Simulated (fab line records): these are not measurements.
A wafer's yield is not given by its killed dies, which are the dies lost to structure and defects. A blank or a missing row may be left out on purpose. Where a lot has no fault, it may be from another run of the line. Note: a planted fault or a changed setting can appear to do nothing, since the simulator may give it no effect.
Which of the tools did it? :: flow nand harc :: 17 wafers sampled from 6 lots at 1 step of a route of 1302

## WHAT THE GAUGES SHOWED, per wafer
NHARC_A_SLIT_CD_MEAS_21.
lot: L454
measured: day 21 06:26
on: cd sem-02
cd nm (nm): 290.3 290.0 290.2

lot: L456
measured: day 21 16:26
on: cd sem-01
cd nm (nm): 290.3 289.2

lot: L466
measured: day 25 20:58
on: cd sem-03
cd nm (nm): 289.3 289.8 289.6

lot: L468
measured: day 26 15:33
on: cd sem-03
cd nm (nm): 290.0 289.9 290.0

lot: L471
measured: day 28 07:55
on: cd sem-01
cd nm (nm): 290.0 289.9 289.8

lot: L473
measured: day 28 19:44
on: cd sem-03
cd nm (nm): 289.3 289.0 289.0

## WHAT TOOL EACH LOT RAN ON (gives the tool, then ch and the chambers of the sampled wafers, and finally the start)
Record: no process step prior to these readings.

## THE ANSWER, worked out from the rows above alone
Rule: usual is defined by the lots themselves. Put in order of their means at a reading, lots are off if they are a third of the lots or fewer, leave a main group of 4 or more, and stand apart from it by a gap of 3 or more times the standard deviation of the main group's means; of several such gaps the widest counts. Not used: any main group whose means are identical at the precision the tables above print for the reading. A lot without any number at a reading at which 4 lots or more have one is off too. Any other lot the step has rows for is counted as sound.
No lot is off at any reading shown: from this, nothing can be told.

## WHAT HAD BEEN PUT IN BY THE SIMULATOR
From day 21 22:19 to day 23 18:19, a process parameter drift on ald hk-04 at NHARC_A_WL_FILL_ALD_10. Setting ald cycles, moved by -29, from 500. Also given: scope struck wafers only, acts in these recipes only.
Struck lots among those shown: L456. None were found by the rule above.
